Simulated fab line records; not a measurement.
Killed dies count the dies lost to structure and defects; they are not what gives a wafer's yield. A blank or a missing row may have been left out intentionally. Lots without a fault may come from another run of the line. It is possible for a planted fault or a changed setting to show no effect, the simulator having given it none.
fab line records	flow nand_harc
record lots=6	wafers=18	last_day=33
route steps=1302 shown A_BONDPAD@1217 HYBRID_BOND@1237 THIN_TSV@1244 END@1302
lots that met no fault: from a run of the same line without faults
start_h: hours from the record's opening day to when the first of the lot's shown wafers began	wait_h: hours from the lot's prior step to this one	" the same as in the row above	L1.1+2: one row covering several wafers at once	- either no value or no given start	* or withheld: withheld	< > ~ a bound
route shown NAME@n: a module of which the file shows steps, and the number in the route of the first	usual: mean/standard deviation of fault-free wafers	same: alike in all rows	chamber/n: place in a boat	sites: each site's reading	_std_site: the values' standard deviation	_edge_site: mean of outer sites minus mean of inner sites	radius_mm: for every site, how far away it sits from the centre of the wafer	mask NAME#n: copy n	behind: the tool/chamber that last shaped the wafer	hold: why the lot was held/for how many hours/how that ended	device: names the non-switching transistor (n, p or np)	end of line: tests of these same wafers at the route's end	a step with no rows: only its recipe	killed: count of dies lost to structure and defects at first sort (not the wafer's yield)	map: a wafer's dies, marking killed ones x, the rest . and places with no die _
set.NAME: setting as actually run; set.NAME@STEP: the setting as run at that earlier step	model.NAME: the simulator's own value behind a step, which no gauge read
lots seen at some steps along the route; tables by step, rows by wafer
services: a tool's chamber out of use, with start hour (start_h, from the record's first day; less than 0 if before it), hours out, and reason
## steps
# step NHARC_A_BONDPAD_HARDBAKE_10
# recipe temp_c=118	time_s=65
# step NHARC_A_BONDPAD_DESCUM_11
# recipe time_s=3	o2_flow_sccm=200	ar_flow_sccm=0	bias_power_w=0	chemistry=O2
# step NHARC_A_BONDPAD_ETCH_34
# recipe target_depth_a=600	overetch_a=180	time_s=65.91	ion_energy_ev=200	n2_flow_sccm=150	h2_flow_sccm=150	ar_flow_sccm=0	rf_w=400	bias_w=150	chemistry=N2/H2
# step NHARC_A_BONDPAD_ETCH_12
# recipe target_depth_a=2200	time_s=110	chf3_flow_sccm=50	o2_flow_sccm=10	ar_flow_sccm=200	rf_w=500	bias_w=200	chemistry=CHF3/O2
# step NHARC_A_BONDPAD_CD_MEAS_13
# usual cd_nm=499.8/2
lot.wafer	tool	chamber	start_h	wait_h	cd_nm
L714.1	cd_sem-02	-	631.54	-	496.7
L714.4	"	-	"	"	498.3
L714.5	"	-	"	"	498.2
L710.2	cd_sem-02	-	644.32	-	499.2
L710.4	"	-	"	"	502.7
L710.6	"	-	"	"	500.8
L716.1	cd_sem-03	-	652.48	-	500.3
L716.2	"	-	"	"	499.6
L716.6	"	-	"	"	500.9
L715.3	cd_sem-03	-	671.28	-	499.8
L715.5	"	-	"	"	496.8
L715.6	"	-	"	"	500.0
L725.3	cd_sem-02	-	728.71	-	499.8
L725.4	"	-	"	"	500.8
L725.6	"	-	"	"	500.1
L728.1	cd_sem-02	-	762.39	-	502.3
L728.2	"	-	"	"	499.1
L728.4	"	-	"	"	502.2
# step NHARC_A_BONDPAD_STRIP_15
# recipe o2_flow_sccm=500	ar_flow_sccm=0	bias_w=0	chemistry=O2
# usual drypump_motor_current_A=5.6/0.42	oes_product_au=0.995/0.0094	rf_vpp_V=57.8/0.82	showerhead_plenum_p_Torr=3.53/0.15	throttle_valve_pct=17.037/0.0093
lot.wafer	tool	chamber	start_h	wait_h	drypump_motor_current_A	oes_product_au	rf_hours_counter_h	rf_vpp_V	showerhead_plenum_p_Torr	throttle_valve_pct
L714.4	rie_diel-04	3	631.63	0.1	6.3	1.008	14	59.5	3.58	17.054
L714.1	"	0	"	"	6.4	1.008	14	58.0	3.71	17.035
L714.5	"	3	"	"	6.2	1.003	-	57.6	3.58	17.035
L710.2	rie_diel-07	1	644.43	0.1	5.5	1.007	5	57.9	3.35	17.032
L710.4	"	3	"	"	5.7	0.980	-	58.0	3.60	17.052
L710.6	"	1	"	"	5.5	1.013	-	58.1	3.35	17.042
L716.1	rie_diel-01	0	652.59	0.1	6.7	1.007	24	58.0	3.60	17.047
L716.2	"	1	"	"	6.4	0.991	33	57.0	3.32	17.022
L716.6	"	2	"	"	4.8	0.974	-	57.6	3.43	17.023
L715.3	rie_diel-04	0	671.40	0.1	6.3	1.008	24	57.6	3.70	17.034
L715.5	"	1	"	"	5.6	1.003	-	57.0	3.58	17.043
L715.6	"	2	"	"	5.2	0.987	-	57.1	3.36	17.020
L725.3	rie_diel-07	3	728.81	0.1	5.7	1.005	3	57.7	3.60	17.033
L725.4	"	0	"	"	5.5	1.003	2	57.0	3.38	17.030
L725.6	"	1	"	"	5.5	1.004	-	56.6	3.35	17.021
L728.1	rie_diel-04	3	762.47	0.1	6.3	1.006	7	57.7	3.57	17.034
L728.2	"	0	"	"	6.3	0.981	7	58.7	3.69	17.051
L728.4	"	1	"	"	5.7	1.004	7	58.4	3.57	17.053
# step NHARC_A_BONDPAD_ETCH_24
# recipe target_depth_a=300	over_etch_frac=0.3	time_s=72.99	ion_energy_ev=150	cf4_flow_sccm=50	n2_flow_sccm=100	ar_flow_sccm=150	rf_w=300	bias_w=100	chemistry=CF4/N2
# usual drypump_motor_current_A=5.7/0.42	oes_product_au=0.994/0.0087	rf_vpp_V=314.2/2	showerhead_plenum_p_Torr=2.63/0.11	throttle_valve_pct=19.793/0.008
# same time_s=72.99
lot.wafer	tool	chamber	start_h	wait_h	drypump_motor_current_A	oes_product_au	rf_hours_counter_h	rf_vpp_V	showerhead_plenum_p_Torr	throttle_valve_pct
L714.4	rie_diel-04	0	-	-	6.3	1.006	14	318.4	2.76	19.792
L714.1	"	3	"	"	6.2	0.998	14	314.5	2.66	19.786
L714.5	"	1	"	"	5.7	1.002	-	313.9	2.67	19.794
L710.2	rie_diel-07	2	644.57	0.1	5.2	0.986	5	317.4	2.80	19.785
L710.4	"	2	"	"	5.2	0.981	-	317.7	2.80	19.786
L710.6	"	1	"	"	5.5	1.005	-	312.4	2.49	19.804
L716.2	rie_diel-01	1	-	-	6.4	0.985	33	310.7	2.47	19.786
L716.1	"	2	"	"	4.8	0.991	30	314.0	2.56	19.790
L716.6	"	3	"	"	6.2	0.984	-	312.3	2.56	19.798
L715.3	rie_diel-04	1	-	-	5.7	1.000	21	315.5	2.67	19.794
L715.6	"	1	"	"	5.7	1.003	-	314.5	2.67	19.788
L715.5	"	2	"	"	5.2	0.990	-	312.8	2.50	19.777
L725.3	rie_diel-07	3	-	-	5.7	0.993	3	314.3	2.68	19.791
L725.4	"	0	"	"	5.5	0.979	2	312.1	2.51	19.784
L725.6	"	0	"	"	5.5	0.975	-	312.9	2.51	19.789
L728.2	rie_diel-04	0	-	-	6.3	0.973	7	316.5	2.75	19.799
L728.1	"	1	"	"	5.6	0.990	7	313.6	2.66	19.789
L728.4	"	2	"	"	5.2	0.997	7	311.8	2.49	19.790
# step NHARC_A_BONDPAD_STRIP_16
# recipe time_s=600	temp_c=30	chemistry=post_etch_residue_remover
# step NHARC_A_BONDPAD_DEGAS_25
# recipe temp_c=300	time_s=60
# step NHARC_A_BONDPAD_PRE_CLEAN_26
# recipe time_s=30	temp_c=280	gas=H2/He
# usual heater_power_w=422/31	susceptor_temp_C=279.97/0.18
# same time_s=30
lot.wafer	tool	chamber	start_h	wait_h	heater_power_w	susceptor_temp_C
L714.4	pvd_sputter-02	-	-	-	393	280.00
L714.1	"	-	"	"	403	280.10
L714.5	"	-	"	"	393	279.80
L710.2	pvd_sputter-03	-	-	-	414	280.17
L710.4	"	-	"	"	479	279.85
L710.6	"	-	"	"	471	279.93
L716.2	pvd_sputter-01	-	-	-	469	280.06
L716.1	"	-	"	"	416	280.00
L716.6	"	-	"	"	483	279.84
L715.3	pvd_sputter-02	-	-	-	379	279.96
L715.5	"	-	"	"	397	280.13
L715.6	"	-	"	"	400	279.95
L725.3	pvd_sputter-01	-	-	-	442	280.01
L725.4	"	-	"	"	405	280.36
L725.6	"	-	"	"	428	279.89
L728.2	pvd_sputter-02	-	-	-	386	279.68
L728.1	"	-	"	"	376	279.62
L728.4	"	-	"	"	423	280.09
# step NHARC_A_BONDPAD_PVD_17
# recipe target_thk_a=50	bias_v=168.6	power_w=15000	chamber_pressure_pa=0.12	time_s=8.06	substrate_temp_c=50	material=TaN
# step NHARC_A_BONDPAD_PVD_27
# recipe target_thk_a=300	chamber_pressure_pa=5	power_w=5000	substrate_temp_c=30	time_s=20.49	material=Cu
# step NHARC_A_BONDPAD_ECD_18
# recipe target_thk_a=4000	bath_temp_c=25	material=Cu
lot.wafer	tool	chamber	start_h	wait_h
L714.1+4+5	ecd_cu-01	0	632.53	-
L710.2+4+6	ecd_cu-02	0	645.38	-
L716.1+2+6	ecd_cu-02	1,0,1	653.47	-
L715.3+6+5	ecd_cu-01	0,0,1	672.37	-
L725.3+4+6	ecd_cu-02	0,1,1	729.79	-
L728.2+1+4	ecd_cu-02	0,1,1	763.38	-
# step NHARC_A_BONDPAD_ANNEAL_28
# recipe temp_c=225	time_s=90
# step NHARC_A_BONDPAD_CMP_19
# recipe t_overpolish_s=30	cu_recess_touch_s=16	target_thk_nm=169.82
# usual motor_current_A=11.7/1.4	overpolish_run_s=30.001/0.0083
# same t_overpolish_s=30
lot.wafer	tool	chamber	start_h	wait_h	motor_current_A	overpolish_run_s
L714.4	cmp-04	2	633.31	-	11.4	29.999
L714.1	"	3	"	"	13.1	30.001
L714.5	"	0	"	"	11.2	29.981
L710.4	cmp-03	1	646.10	-	13.3	29.994
L710.2	"	2	"	"	11.8	30.000
L710.6	"	1	"	"	12.5	29.983
L716.2	cmp-03	0	654.22	-	11.5	29.994
L716.1	"	1	"	"	12.9	29.999
L716.6	"	0	"	"	10.9	29.997
L715.3	cmp-01	0	673.01	-	11.8	30.005
L715.5	"	3	"	"	13.2	30.005
L715.6	"	0	"	"	11.3	29.996
L725.3	cmp-03	3	730.44	-	9.3	29.993
L725.4	"	1	"	"	11.7	30.008
L725.6	"	2	"	"	11.5	30.002
L728.4	cmp-03	2	764.11	-	11.3	29.987
L728.2	"	3	"	"	9.2	29.993
L728.1	"	0	"	"	10.8	30.006
# step NHARC_A_BONDPAD_SRD_21
# recipe time_s=30	temp_c=23	dry_time_s=20	spin_rpm=1500
# step NHARC_A_BONDPAD_INSPECT_23
# usual raw_defect_count=538/120
lot.wafer	tool	chamber	start_h	wait_h	raw_defect_count
L714.1	defect_inspect-01	-	633.79	0.0	632
L714.4	"	-	"	"	604
L714.5	"	-	"	"	438
L710.2	defect_inspect-02	-	646.65	0.0	396
L710.4	"	-	"	"	445
L710.6	"	-	"	"	381
L716.1	defect_inspect-02	-	654.71	0.0	482
L716.2	"	-	"	"	414
L716.6	"	-	"	"	528
L715.3	defect_inspect-02	-	673.53	0.0	492
L715.5	"	-	"	"	492
L715.6	"	-	"	"	795
L725.3	defect_inspect-02	-	730.99	0.0	556
L725.4	"	-	"	"	587
L725.6	"	-	"	"	601
L728.1	defect_inspect-01	-	764.66	0.0	573
L728.2	"	-	"	"	586
L728.4	"	-	"	"	701
# step NHARC_HYBRID_BOND_ACTIVATE_00
# recipe time_s=60	n2_flow_sccm=200	ar_flow_sccm=0	bias_power_w=0	chemistry=N2
# step NHARC_HYBRID_BOND_PRECLEAN_01
# recipe time_s=300	temp_c=23	chemistry=DIW
# step NHARC_HYBRID_BOND_SRD_02
# recipe time_s=30	temp_c=23	dry_time_s=20	spin_rpm=1500
# step NHARC_HYBRID_BOND_BOND_03
# recipe temp_c=25
# step NHARC_HYBRID_BOND_ANNEAL_04
# recipe temp_c=300	time_s=7200	ramp_up_c_per_min=5	ramp_down_c_per_min=3	idle_temp_c=100	pressure_atm=1
# step NHARC_HYBRID_BOND_OVL_MEAS_05
# usual overlay_x_nm=5/32	overlay_y_nm=-1/33
lot.wafer	tool	chamber	start_h	wait_h	overlay_x_nm	overlay_y_nm
L714.1	overlay-02	-	643.38	0.4	8	73
L714.4	"	-	"	"	6	-11
L714.5	"	-	"	"	34	62
L710.2	overlay-01	-	652.83	0.4	18	-12
L710.4	"	-	"	"	9	-41
L716.2	overlay-01	-	666.90	0.4	-14	-37
L715.3	overlay-02	-	693.38	0.4	-38	-23
L715.5	"	-	"	"	41	11
L715.6	"	-	"	"	45	-6
L725.3	overlay-02	-	741.67	0.4	-50	27
L725.4	"	-	"	"	-37	-24
L725.6	"	-	"	"	10	-21
L728.1	overlay-02	-	773.12	0.4	7	-42
L728.2	"	-	"	"	-3	34
L728.4	"	-	"	"	-1	4
# step NHARC_HYBRID_BOND_INSPECT_06
# recipe inspect_instrument=ir_void
# usual raw_defect_count=83/33
lot.wafer	tool	chamber	start_h	wait_h	raw_defect_count
L714.1	defect_inspect-02	-	643.43	0.0	90
L714.4	"	-	"	"	78
L714.5	"	-	"	"	80
L710.2	defect_inspect-02	-	652.88	0.1	81
L710.4	"	-	"	"	87
L716.2	defect_inspect-02	-	666.95	0.1	101
L715.3	defect_inspect-01	-	693.43	0.1	99
L715.5	"	-	"	"	92
L715.6	"	-	"	"	90
L725.3	defect_inspect-01	-	741.73	0.1	90
L725.4	"	-	"	"	85
L725.6	"	-	"	"	80
L728.1	defect_inspect-02	-	773.17	0.0	128
L728.2	"	-	"	"	139
L728.4	"	-	"	"	149
# step NHARC_THIN_TSV_GRIND_00
# recipe target_thk_um=6
# usual motor_current_A=12.001/0.021
lot.wafer	tool	chamber	start_h	wait_h	motor_current_A
L714.1	grinder-01	0	643.58	0.1	11.987
L714.4	"	0	"	"	12.009
L714.5	"	0	"	"	11.987
L710.2	grinder-01	0	654.88	2.0	11.963
L710.4	"	0	"	"	12.008
L716.2	grinder-01	0	667.30	0.3	12.008
L715.3	grinder-01	0	695.18	1.7	12.021
L715.5	"	0	"	"	12.018
L715.6	"	0	"	"	11.976
L725.3	grinder-01	0	744.80	3.1	11.988
L725.4	"	0	"	"	12.021
L725.6	"	0	"	"	11.983
L728.1	grinder-01	0	774.53	1.4	12.027
L728.2	"	0	"	"	12.001
L728.4	"	0	"	"	11.977
# step NHARC_THIN_TSV_CMP_01
# recipe target_thk_um=3
# step NHARC_THIN_TSV_THK_MEAS_02
# recipe thk_meas_gauge=ir
# usual thk_nm=3014/190
lot.wafer	tool	chamber	start_h	wait_h	thk_nm
L714.1	film_metro-01	-	645.06	-	3194
L714.4	"	-	"	"	3111
L714.5	"	-	"	"	3160
L710.2	film_metro-01	-	656.50	-	2922
L710.4	"	-	"	"	3336
L716.2	film_metro-01	-	668.60	-	3112
L715.3	film_metro-02	-	696.26	-	3264
L715.5	"	-	"	"	3145
L715.6	"	-	"	"	3225
L725.3	film_metro-02	-	745.88	-	2728
L725.4	"	-	"	"	2784
L725.6	"	-	"	"	2788
L728.1	film_metro-02	-	776.03	-	3111
L728.2	"	-	"	"	3035
L728.4	"	-	"	"	3153
# step NHARC_THIN_TSV_SRD_03
# step NHARC_THIN_TSV_PRECLEAN_41
# recipe time_s=*	temp_c=50	bath_age_min=0	chemistry=SC1
# step NHARC_THIN_TSV_SRD_42
# step NHARC_THIN_TSV_DEP_43
# recipe target_thk_a=13285	temp_c=withheld	pressure_torr=6.5	rf_w=900	teos_flow_sccm=161.4	flow_sccm=2650	target_thk_nm=1328.5	gas=O2	material=SiO2
# step NHARC_THIN_TSV_DEHYDRATE_04
# recipe temp_c=150	time_s=120
# step NHARC_THIN_TSV_HMDS_05
# recipe time_s=30
# step NHARC_THIN_TSV_COAT_06
# recipe spin_rpm=*
# step NHARC_THIN_TSV_SOFTBAKE_07
# recipe temp_c=122	time_s=95
# step NHARC_THIN_TSV_EBR_08
# step NHARC_THIN_TSV_EXPOSE_09
# recipe na=0.55	dose_mj=30.7	mask_id=TSV
# step NHARC_THIN_TSV_PEB_10
# recipe peb_temp_c=118	peb_time_s=85
# step NHARC_THIN_TSV_DEVELOP_11
# recipe time_s=70
# step NHARC_END_SORT_01
# recipe temp_c=25
# usual defect_limited_yield=91.3/2.7	killed_at_array=54/18	killed_at_other=0.9/1.2	killed_at_periphery=4.4/2.9	killed_dies=59/18	killed_open=3.2/1.8	killed_short=2.6/1.8
# same gross_dies=677
lot.wafer	tool	chamber	start_h	wait_h	defect_limited_yield[%]	killed_at_array	killed_at_other	killed_at_periphery	killed_dies	killed_open	killed_short
L710.2	prober-02	0	673.01	2.8	90.7	61	0	2	63	3	1
L710.4	prober-02	0	674.61	3.4	93.2	44	0	2	46	0	3
L710.6	prober-02	0	676.21	4.0	0	675	0	2	677	2	3
L716.1	prober-01	0	684.62	2.5	0	672	1	4	677	1	2
L716.2	prober-01	0	685.41	2.8	91.6	54	0	3	57	5	1
L716.6	prober-01	0	688.57	3.9	0	676	0	1	677	2	2
L715.3	prober-02	0	714.14	3.1	90.3	66	0	0	66	4	1
L715.5	prober-02	0	715.73	3.7	90.1	66	0	1	67	3	1
L715.6	prober-02	0	716.53	4.0	91.7	52	1	3	56	1	2
L725.3	prober-01	0	763.23	3.1	90.1	56	1	10	67	9	2
L725.4	prober-01	0	764.02	3.4	89.7	62	0	8	70	7	2
L725.6	prober-01	0	765.62	4.0	90.7	58	0	5	63	8	5
# killed by level:class
L710.2 A_CHANNEL_HOLE_D1:chamber_film_flake=39 A_CHANNEL_HOLE_D2:chamber_film_flake=15 A_DECK1_JOINT:chamber_film_flake=2 A_CONTACT:chamber_film_flake=2 P_M0:geometric_particle:open=1 P_M1:geometric_particle:open=1 A_BLC:geometric_particle:open=1 A_BLC:geometric_particle:short=1
L710.4 A_CHANNEL_HOLE_D1:chamber_film_flake=22 A_CHANNEL_HOLE_D2:chamber_film_flake=16 A_M0:geometric_particle:short=2 A_DECK1_JOINT:geometric_particle:short=1 P_STI:chamber_film_flake=1 P_GATE:chamber_film_flake=1 A_DECK1_JOINT:chamber_film_flake=1 A_SLIT:chamber_film_flake=1
L710.6 A_BONDPAD:area_ecd=622 A_CHANNEL_HOLE_D1:chamber_film_flake=38 A_CHANNEL_HOLE_D2:chamber_film_flake=8 A_SLIT:chamber_film_flake=2 A_SOURCE_PLATE:geometric_particle:short=1 A_ONON_D2:geometric_particle:open=1 A_ONON_D2:geometric_particle:short=1 A_SGD_CUT:geometric_particle:open=1
L716.1 A_BONDPAD:area_ecd=613 A_CHANNEL_HOLE_D1:chamber_film_flake=28 A_CHANNEL_HOLE_D2:chamber_film_flake=19 A_CONTACT:chamber_film_flake=4 P_STI:chamber_film_flake=2 A_SGD_CUT:chamber_film_flake=2 A_SLIT:chamber_film_flake=2 A_BLC:chamber_film_flake=2
L716.2 A_CHANNEL_HOLE_D1:chamber_film_flake=22 A_CHANNEL_HOLE_D2:chamber_film_flake=15 A_CONTACT:chamber_film_flake=7 A_SLIT:chamber_film_flake=2 A_BLC:chamber_film_flake=2 P_M1:geometric_particle:open=1 P_M2:geometric_particle:open=1 A_CHANNEL_FILL_D1:geometric_particle:open=1
L716.6 A_BONDPAD:area_ecd=602 A_CHANNEL_HOLE_D1:chamber_film_flake=32 A_CHANNEL_HOLE_D2:chamber_film_flake=24 A_CONTACT:chamber_film_flake=9 A_WL_FILL:geometric_particle:short=2 A_ZERO_WELL:chamber_film_flake=2 A_SLIT:chamber_film_flake=2 P_M1:geometric_particle:open=1
L715.3 A_SLIT:chamber_film_flake=26 A_CHANNEL_HOLE_D2:chamber_film_flake=21 A_CHANNEL_HOLE_D1:chamber_film_flake=5 A_WL_FILL:chamber_film_flake=5 A_M0:geometric_particle:open=2 A_CHANNEL_HOLE_D1:geometric_particle:open=1 A_DECK1_JOINT:geometric_particle:short=1 A_WL_FILL:geometric_particle:open=1
L715.5 A_SLIT:chamber_film_flake=37 A_CHANNEL_HOLE_D2:chamber_film_flake=20 A_CHANNEL_HOLE_D1:chamber_film_flake=3 A_CHANNEL_HOLE_D1:geometric_particle:open=2 A_ONON_D2:geometric_particle:short=1 A_CONTACT:geometric_particle:open=1 P_STI:chamber_film_flake=1 A_CHANNEL_FILL_D1:chamber_film_flake=1
L715.6 A_SLIT:chamber_film_flake=27 A_CHANNEL_HOLE_D2:chamber_film_flake=16 A_BLC:chamber_film_flake=2 A_DECK1_JOINT:geometric_particle:short=1 A_SGD_CUT:geometric_particle:short=1 A_M1:geometric_particle:open=1 P_ZERO_WELL:chamber_film_flake=1 P_STI:chamber_film_flake=1
L725.3 A_SLIT:chamber_film_flake=26 A_CHANNEL_HOLE_D1:chamber_film_flake=10 P_CONTACT:chamber_film_flake=6 A_CONTACT:chamber_film_flake=6 A_STAIRCASE:chamber_film_flake=3 A_ONON_D1:geometric_particle:open=2 A_CHANNEL_FILL_D2:geometric_particle:open=2 A_SGD_CUT:chamber_film_flake=2
L725.4 A_SLIT:chamber_film_flake=23 A_CHANNEL_HOLE_D1:chamber_film_flake=10 A_CONTACT:chamber_film_flake=10 P_CONTACT:chamber_film_flake=5 A_ZERO_WELL:chamber_film_flake=4 A_SGD_CUT:chamber_film_flake=4 A_STAIRCASE:chamber_film_flake=3 A_ONON_D1:geometric_particle:open=2
L725.6 A_SLIT:chamber_film_flake=29 A_CHANNEL_HOLE_D1:chamber_film_flake=7 A_ONON_D1:geometric_particle:open=4 A_CONTACT:chamber_film_flake=4 A_STAIRCASE:chamber_film_flake=3 A_ONON_D1:geometric_particle:short=2 A_WL_FILL:geometric_particle:open=2 P_CONTACT:chamber_film_flake=2
# map L710.6 (x killed, . not)
____________x____________
_________xxxxxxx_________
_______xxxxxxxxxxx_______
______xxxxxxxxxxxxx______
_____xxxxxxxxxxxxxxx_____
____xxxxxxxxxxxxxxxxx____
____xxxxxxxxxxxxxxxxx____
___xxxxxxxxxxxxxxxxxxx___
___xxxxxxxxxxxxxxxxxxx___
__xxxxxxxxxxxxxxxxxxxxx__
__xxxxxxxxxxxxxxxxxxxxx__
_xxxxxxxxxxxxxxxxxxxxxxx_
_xxxxxxxxxxxxxxxxxxxxxxx_
_xxxxxxxxxxxxxxxxxxxxxxx_
_xxxxxxxxxxxxxxxxxxxxxxx_
_xxxxxxxxxxxxxxxxxxxxxxx_
xxxxxxxxxxxxxxxxxxxxxxxxx
xxxxxxxxxxxxxxxxxxxxxxxxx
xxxxxxxxxxxxxxxxxxxxxxxxx
xxxxxxxxxxxxxxxxxxxxxxxxx
xxxxxxxxxxxxxxxxxxxxxxxxx
_xxxxxxxxxxxxxxxxxxxxxxx_
_xxxxxxxxxxxxxxxxxxxxxxx_
_xxxxxxxxxxxxxxxxxxxxxxx_
_xxxxxxxxxxxxxxxxxxxxxxx_
_xxxxxxxxxxxxxxxxxxxxxxx_
__xxxxxxxxxxxxxxxxxxxxx__
__xxxxxxxxxxxxxxxxxxxxx__
___xxxxxxxxxxxxxxxxxxx___
___xxxxxxxxxxxxxxxxxxx___
____xxxxxxxxxxxxxxxxx____
____xxxxxxxxxxxxxxxxx____
_____xxxxxxxxxxxxxxx_____
______xxxxxxxxxxxxx______
_______xxxxxxxxxxx_______
_________xxxxxxx_________
____________x____________
# map L716.1 (x killed, . not)
____________x____________
_________xxxxxxx_________
_______xxxxxxxxxxx_______
______xxxxxxxxxxxxx______
_____xxxxxxxxxxxxxxx_____
____xxxxxxxxxxxxxxxxx____
____xxxxxxxxxxxxxxxxx____
___xxxxxxxxxxxxxxxxxxx___
___xxxxxxxxxxxxxxxxxxx___
__xxxxxxxxxxxxxxxxxxxxx__
__xxxxxxxxxxxxxxxxxxxxx__
_xxxxxxxxxxxxxxxxxxxxxxx_
_xxxxxxxxxxxxxxxxxxxxxxx_
_xxxxxxxxxxxxxxxxxxxxxxx_
_xxxxxxxxxxxxxxxxxxxxxxx_
_xxxxxxxxxxxxxxxxxxxxxxx_
xxxxxxxxxxxxxxxxxxxxxxxxx
xxxxxxxxxxxxxxxxxxxxxxxxx
xxxxxxxxxxxxxxxxxxxxxxxxx
xxxxxxxxxxxxxxxxxxxxxxxxx
xxxxxxxxxxxxxxxxxxxxxxxxx
_xxxxxxxxxxxxxxxxxxxxxxx_
_xxxxxxxxxxxxxxxxxxxxxxx_
_xxxxxxxxxxxxxxxxxxxxxxx_
_xxxxxxxxxxxxxxxxxxxxxxx_
_xxxxxxxxxxxxxxxxxxxxxxx_
__xxxxxxxxxxxxxxxxxxxxx__
__xxxxxxxxxxxxxxxxxxxxx__
___xxxxxxxxxxxxxxxxxxx___
___xxxxxxxxxxxxxxxxxxx___
____xxxxxxxxxxxxxxxxx____
____xxxxxxxxxxxxxxxxx____
_____xxxxxxxxxxxxxxx_____
______xxxxxxxxxxxxx______
_______xxxxxxxxxxx_______
_________xxxxxxx_________
____________x____________
## services
tool	chamber	start_h	hours	kind
cmp-03	-	616.44	3.9	repair
rie_diel-07	1	618.78	10.1	repair
rie_diel-01	0	619.70	6.1	repair
cmp-03	-	623.34	1.2	repair
rie_diel-07	0	633.67	32.4	repair
pvd_sputter-02	-	638.02	10.0	pm
rie_diel-07	-	648.20	9.0	pm
cmp-03	-	655.06	4.0	pm
grinder-01	-	660.66	1.8	repair
rie_diel-04	1	663.57	4.8	repair
pvd_sputter-02	-	664.95	2.2	repair
grinder-01	-	675.50	1.6	repair
ecd_cu-01	-	688.23	8.0	pm
rie_diel-01	3	693.84	1.7	repair
rie_diel-01	1	704.98	2.9	repair
rie_diel-04	-	709.13	9.0	pm
pvd_sputter-01	-	731.91	5.0	repair
rie_diel-01	-	735.33	9.0	pm
pvd_sputter-02	-	735.53	1.5	repair
grinder-01	-	736.41	8.0	pm
rie_diel-07	2	738.04	4.4	repair
cmp-03	-	753.06	4.0	pm
ecd_cu-02	-	772.56	8.0	pm
cmp-03	-	774.65	2.1	repair
## key
first_sign step=NHARC_END_SORT_01	reading=killed_at_array	direction=up	sigmas=34	usual=54	struck=674
effect step=NHARC_END_SORT_01	reading=defect_limited_yield	direction=down	sigmas=34	usual=91.3	struck=0
more_kills_born_at NHARC_A_BONDPAD_ECD_18@ecd_cu-02=1837
met_at NHARC_A_BONDPAD_ECD_18
struck_wafers L710.6,L716.1,L716.6
later_rows_left_out L710.6,L716.1,L716.6
fault kind=process_parameter_drift	tool=ecd_cu-02	chamber=-	onset_h=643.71	steps=NHARC_A_BONDPAD_ECD_18	channel=target_thk_a	offset=*	shape=step	end_h=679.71	scope=struck_wafers_only	acts_in=*	stated=*
# later_rows_left_out: the simulator's readings of these wafers behind a module that went badly wrong aren't trusted and aren't shown, but for the sort
